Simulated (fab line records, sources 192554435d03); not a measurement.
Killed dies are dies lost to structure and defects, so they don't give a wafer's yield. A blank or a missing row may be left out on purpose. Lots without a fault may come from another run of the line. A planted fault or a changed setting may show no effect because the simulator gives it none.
Split-lot experiment | flow n5_finfet | 7 lots, 21 wafers read, on a route of 1938 steps

THE SPLIT
At N5_BEOL_M12_CMP_49 (polishes, stops on SiOC, t overpolish 20.6 s, target thk 320 nm), the setting down_force_psi was moved away from the recipe's 1 psi on 5 of the 21 wafers read, by -22.1% to +8.4%. The other wafers ran this setting at the recipe's value.

The reading is taken at the split's own step.

THE READING
barrier_field_endpoint_s, in s, at N5_BEOL_M12_CMP_49 (polishes, stops on SiOC, t overpolish 20.6 s, target thk 320 nm). Fault-free wafers of this fab line usually give 30.3 s, standard deviation 0.67 s.

wafer  | tool, chamber at the split | down_force_psi as run, psi | against the recipe | barrier_field_endpoint_s, s | against lot-mates on the recipe
L074.3 | cmp-03, 0                  | 1                          | recipe             | 31.2                        | -
L074.4 | cmp-03, 1                  | 0.8023                     | -19.8%             | 37.7                        | +6.5
L074.6 | cmp-03, 3                  | 0.8023                     | -19.8%             | 37.5                        | +6.3
L076.2 | cmp-04, 1                  | 1                          | recipe             | 28.8                        | -
L076.3 | cmp-04, 3                  | 1                          | recipe             | 29.6                        | -
L076.6 | cmp-04, 1                  | 1                          | recipe             | 29.0                        | -
L077.3 | cmp-04, 3                  | 0.7794                     | -22.1%             | 38.7                        | +9.0
L077.4 | cmp-04, 1                  | 1                          | recipe             | 29.7                        | -
L077.2 | cmp-04, 2                  | 1                          | recipe             | 29.7                        | -
L078.2 | cmp-03, 0                  | 1                          | recipe             | 30.4                        | -
L078.1 | cmp-03, 1                  | 1                          | recipe             | 30.4                        | -
L078.5 | cmp-03, 0                  | 1                          | recipe             | 30.3                        | -
L079.3 | cmp-02, 1                  | 1.084                      | +8.4%              | 27.8                        | -2.9
L079.1 | cmp-02, 3                  | 1                          | recipe             | 30.7                        | -
L079.5 | cmp-02, 1                  | 1.084                      | +8.4%              | 28.2                        | -2.5
L096.1 | cmp-02, 1                  | 1                          | recipe             | 31.1                        | -
L096.3 | cmp-02, 2                  | 1                          | recipe             | 31.4                        | -
L096.6 | cmp-02, 1                  | 1                          | recipe             | 30.5                        | -
L097.2 | cmp-04, 0                  | 1                          | recipe             | 31.8                        | -
L097.1 | cmp-04, 2                  | 1                          | recipe             | 29.7                        | -
L097.6 | cmp-04, 1                  | 1                          | recipe             | 29.6                        | -

THE FIT
A straight line over all 21 wafers: barrier_field_endpoint_s changes by -0.362 s for each +1% of down_force_psi; r = -0.97; the points scatter about the line by 0.81 s.
The same after taking each lot's own level away (the mean of its wafers on the recipe; 21 wafers): -0.352 s for each +1%; r = -0.98; scatter 0.57 s.
On that fit, the largest move of down_force_psi shifts the reading by 7.8 s.
The lots' own levels span 29.13 to 31.20 s, that is 3.1 times the standard deviation above.
So the lot-to-lot level changes the slope little: the two slopes agree.
Check: with one of the wafers moved furthest among these (-22.1%) left out of the fit, the line predicts +7.13 s for it against its lot-mates. It came out at +9 s against them.
Tool readings at the split's step, against how far the setting was moved: barrier_field_endpoint_s r = -0.97.

OTHER SPLITS ON THESE WAFERS
These wafers also went through other splits before the reading. Each is held against what the fit with the lots' levels taken away leaves over:
other split on the same wafers | wafers away from the commonest value | r with barrier_field_endpoint_s (lot level and that fit taken away)
N5_BEOL_M12_COAT_04 spin_rpm   | 8                                    | +0.13

THE FILE'S OWN FIT
barrier_field_endpoint_s changes by -0.367 s for each +1% of down_force_psi, r = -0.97.
